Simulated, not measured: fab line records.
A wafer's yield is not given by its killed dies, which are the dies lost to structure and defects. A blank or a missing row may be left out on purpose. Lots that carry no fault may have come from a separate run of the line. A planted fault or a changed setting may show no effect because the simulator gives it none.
The same fault as seen by 3 desks + flow n5Finfet + only its own numbers are on each desk; what lay behind them is given at the end

## THE DEFECT DESK
Counts from the inspections along the route, per lot, as means over the sampled wafers that have a number. Any lot whose mean is over 4 standard deviations away from the usual mean is out of limits and marked OUT; that distance is given in the brackets.
Columns: A = rawDefectCount at N5_BEOL_M5_INSPECT_58, usual 81; B = rawDefectCount at N5_BEOL_M6_INSPECT_13, usual 445
| lot  | first seen here | A  | B   |
|------|-----------------|----|-----|
| L477 | day 9 19:52     | 77 | 454 |
| L478 | day 9 22:55     | 79 | 554 |
| L483 | day 11 08:18    | 81 | 517 |
| L484 | day 11 20:30    | 71 | 449 |
| L485 | day 12 00:51    | 69 | 425 |
| L495 | day 14 05:06    | 65 | 420 |
This desk's finding: nothing out of limits on any of the 6 lots.

## FOR THE TOOL OWNER'S DESK: lithoTrack-05
The tool's own readings at N5_BEOL_M6_COAT_60 (time 60 s, resist thk 35 nm): means of the sampled wafers that have a number, for each lot that ran on this tool. Any lot whose mean is over 4 standard deviations away from the usual mean is out of limits and marked OUT; that distance is given in the brackets.
Columns: A = heaterPowerTotalW at N5_BEOL_M6_COAT_60, usual 427.4 W; B = spinSpeedRpm at N5_BEOL_M6_COAT_60, usual 1499.8 rpm
| lot  | first seen here | A     | B                        |
|------|-----------------|-------|--------------------------|
| L477 | day 9 22:42     | 425.1 | 1500.1                   |
| L483 | day 11 10:05    | 427.3 | 1669.4 (+99 or more) OUT |
| L485 | day 12 02:31    | 426.8 | 1669.0 (+99 or more) OUT |
Finding of this desk: L483, L485 out of limits; the first was L483 at day 11 10:05, on spinSpeedRpm at N5_BEOL_M6_COAT_60. Within limits: L477.

## THE METROLOGY DESK
Means of the sampled wafers that have a number, per lot and without regard to the tool the lot ran on: this is what the gauges read. Any lot whose mean is over 4 standard deviations away from the usual mean is out of limits and marked OUT; that distance is given in the brackets.
Columns: A = M5_RS at N5_BEOL_M5_RS_MEAS_57, usual 0.391 ohm/sq; B = M6_ILD_THK at N5_BEOL_M6_THK_MEAS_01, usual 155.5 nm; C = cdNm at N5_BEOL_M6_CD_MEAS_11, usual 38.6 nm; D = M6_OVL at N5_BEOL_M6_OVL_MEAS_12, usual 0.3 nm
| lot  | first seen here | A     | B     | C    | D    |
|------|-----------------|-------|-------|------|------|
| L477 | day 9 19:50     | 0.383 | 152.9 | 38.3 | 1.2  |
| L478 | day 9 22:53     | 0.402 | 157.1 | 38.8 | -0.0 |
| L483 | day 11 08:17    | 0.397 | 154.9 | 38.1 | 0.0  |
| L484 | day 11 20:29    | 0.391 | 158.5 | 38.7 | 1.1  |
| L485 | day 12 00:49    | 0.389 | 154.5 | 38.4 | 1.3  |
| L495 | day 14 05:04    | 0.387 | 153.8 | 38.7 | -0.5 |
This desk's finding: nothing out of limits on any of the 6 lots.

## BROUGHT TOGETHER
On L483, L485, at day 11 10:05, an alarm was possible from the tool owner's desk.
Nothing out of limits was seen by the defect desk.
Metrology desk: nothing out of limits seen.
The defect desk has L483, L485 on record, within its limits.
The metrology desk has L483, L485 on record, within its limits.
The lots listed all ran N5_BEOL_M6_COAT_60 on lithoTrack-05.

## WHAT THE SIMULATOR PUT IN
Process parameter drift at N5_BEOL_M6_COAT_60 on lithoTrack-05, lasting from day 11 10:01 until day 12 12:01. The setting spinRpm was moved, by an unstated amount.
Lots struck among those shown: L483, L485.
Each desk's first reading out of limits, in hours after the fault started: the tool owner's desk, 0.
